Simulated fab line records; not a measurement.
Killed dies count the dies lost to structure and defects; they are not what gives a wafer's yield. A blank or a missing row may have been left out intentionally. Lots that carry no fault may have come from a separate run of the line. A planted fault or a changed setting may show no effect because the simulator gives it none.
Problem report, 8D (eight disciplines) form, completed by code || flow n5Finfet || the parts of the form that need people (team, actions taken, sign-off) are left out

== 1. WHAT IS WRONG ==
At N5_SD_EPI_P_COAT_03, spinSpeedRpm averages 1436.4 rpm over 9 wafers from 3 lots, while fault-free wafers read 1499.9 rpm, standard deviation 0.82. That is -77 standard deviations from the usual mean.
The step: resist thk 150 nm.
The first sign was on wafer L916.1 at day 7 05:17, on lithoTrack-04. Wafers with a number at this step in the record: 15, from 5 lots. Rule for "out", or "out of limits": more than 4 standard deviations from the usual mean. The rest of the wafers with a number are treated as sound.

== 2. WHAT THIS IS AND IS NOT ==
{"question": "which readings at this step", "is": "spinSpeedRpm", "is not": "dispensePressureKPa"}
{"question": "which lots", "is": "L916, L917, L919", "is not": "L900, L923"}
{"question": "which wafers of those lots", "is": "all that have a number", "is not": "-"}
{"question": "read on which tools", "is": "lithoTrack-04", "is not": "lithoTrack-02"}
{"question": "when", "is": "from day 7 05:17", "is not": "up to then (3 sound wafers); but 3 sound wafers of L923 came after"}

== 3. WHAT RULES OUT EACH SUSPECT ==
Counting: a tool at a process step up to the reading stays a suspect if it ran every lot that is out and no sound lot after the first of them.
- lithoTrack-04 at N5_SD_EPI_P_COAT_03 (resist thk 150 nm): kept. It processed each lot that is out, first L916 at day 7 05:17, and no sound lot thereafter; up to then, the last sound lot it processed was L900 at day 3 03:56. On those wafers its own readings are out: spinSpeedRpm.
The count leaves lithoTrack-04 at N5_SD_EPI_P_COAT_03.

== 4. THE CAUSE (what the simulator had put in) ==
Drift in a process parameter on lithoTrack-04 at N5_SD_EPI_P_COAT_03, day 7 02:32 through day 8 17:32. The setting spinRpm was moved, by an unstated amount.
The count eliminated every tool but this one.

== 5. THE CHAIN OF EFFECTS, in route order ==
Each row: a reading whose mean over the struck wafers that have a number lies more than 3 standard deviations from the usual. Scope: only readings with a usual standard deviation given in the record; hours: median across lots of the time from each lot's start at the first step in this table that gives one to its start at this step; sigmas: change in usual standard deviations.
{"hours": 0, "step": "N5_SD_EPI_P_COAT_03", "reading": "spinSpeedRpm", "usual": "1499.9 rpm", "on struck wafers": 1436.4, "change": -63.5, "sigmas": -77}
Its process steps:
- N5_SD_EPI_P_COAT_03: resist thk 150 nm.
Later measuring or inspecting steps at which every struck wafer that the step has a row for has a number for every such reading, and none has moved that far: N5_BEOL_M4_RC_MEAS_101.

== 6. WHAT WOULD HAVE CAUGHT IT SOONER ==
In this record no reading fell out of limits until day 7 05:17, 3 hours after the fault had begun at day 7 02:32.
